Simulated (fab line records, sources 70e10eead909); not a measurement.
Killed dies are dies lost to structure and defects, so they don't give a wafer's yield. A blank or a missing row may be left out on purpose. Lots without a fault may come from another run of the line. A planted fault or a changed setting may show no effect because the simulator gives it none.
Which tool did it? | flow nand_harc | 6 lots, 18 wafers sampled, at 5 steps of a route of 1159

WHAT THE GAUGES READ, wafer by wafer
NHARC_END_SORT_01.
lot  | measured     | on        | defect_limited_yield (%)
L323 | day 23 16:32 | prober-02 | 83.8 93.5 93.5

WHICH TOOL RAN EACH LOT (tool, then ch and the chambers of the sampled wafers, then the start)
lot  | NHARC_P_M1_PVD_21            | NHARC_THIN_TSV_PRE_CLEAN_50             | NHARC_THIN_TSV_PVD_19                   | NHARC_THIN_TSV_ANNEAL_52
L308 | pvd_sputter-01, day 6 12:53  | pvd_sputter-01, day 19 13:57 or earlier | pvd_sputter-01, day 19 13:57 or earlier | rtp_anneal-02 ch 0, day 19 13:57
L311 | pvd_sputter-02, day 6 19:44  | pvd_sputter-01, day 19 12:52 or earlier | pvd_sputter-01, day 19 12:52 or earlier | rtp_anneal-01 ch 0, day 19 12:52
L314 | pvd_sputter-02, day 7 16:14  | pvd_sputter-01, day 20 14:59 or earlier | pvd_sputter-01, day 20 14:59 or earlier | rtp_anneal-01 ch 0, day 20 14:59
L316 | pvd_sputter-01, day 8 01:13  | pvd_sputter-01, day 21 05:42 or earlier | pvd_sputter-01, day 21 05:42 or earlier | rtp_anneal-02 ch 0, day 21 05:42
L323 | pvd_sputter-01, day 10 03:37 | pvd_sputter-02, day 23 05:40 or earlier | pvd_sputter-02, day 23 05:40 or earlier | rtp_anneal-01 ch 0, day 23 05:40
L331 | pvd_sputter-02, day 11 12:44 | pvd_sputter-02, day 24 11:53 or earlier | pvd_sputter-02, day 24 11:53 or earlier | rtp_anneal-02 ch 0, day 24 11:53
- NHARC_P_M1_PVD_21: deposits Cu, target thk 30 nm, time 20.49 s.
- NHARC_THIN_TSV_PRE_CLEAN_50: time 30 s.
- NHARC_THIN_TSV_PVD_19: deposits TaN, target thk 20 nm.
- NHARC_THIN_TSV_ANNEAL_52: time 90 s.

THE ANSWER, worked out from the rows above alone
Rule: what is usual is taken from the lots themselves. Put in order of their means at a reading, lots are off if they are a third of the lots or fewer, leave a main group of 4 or more, and stand apart from it by a gap of 3 or more times the standard deviation of the main group's means; of several such gaps the widest counts. A main group whose means are all the same, to the digits that the tables above print for the reading, isn't used. A lot without any number at a reading at which 4 lots or more have one is off too. The other lots that the step has rows for count as sound.
No lot is off at any reading shown: from this, nothing can be told.

WHAT THE SIMULATOR HAD PUT IN
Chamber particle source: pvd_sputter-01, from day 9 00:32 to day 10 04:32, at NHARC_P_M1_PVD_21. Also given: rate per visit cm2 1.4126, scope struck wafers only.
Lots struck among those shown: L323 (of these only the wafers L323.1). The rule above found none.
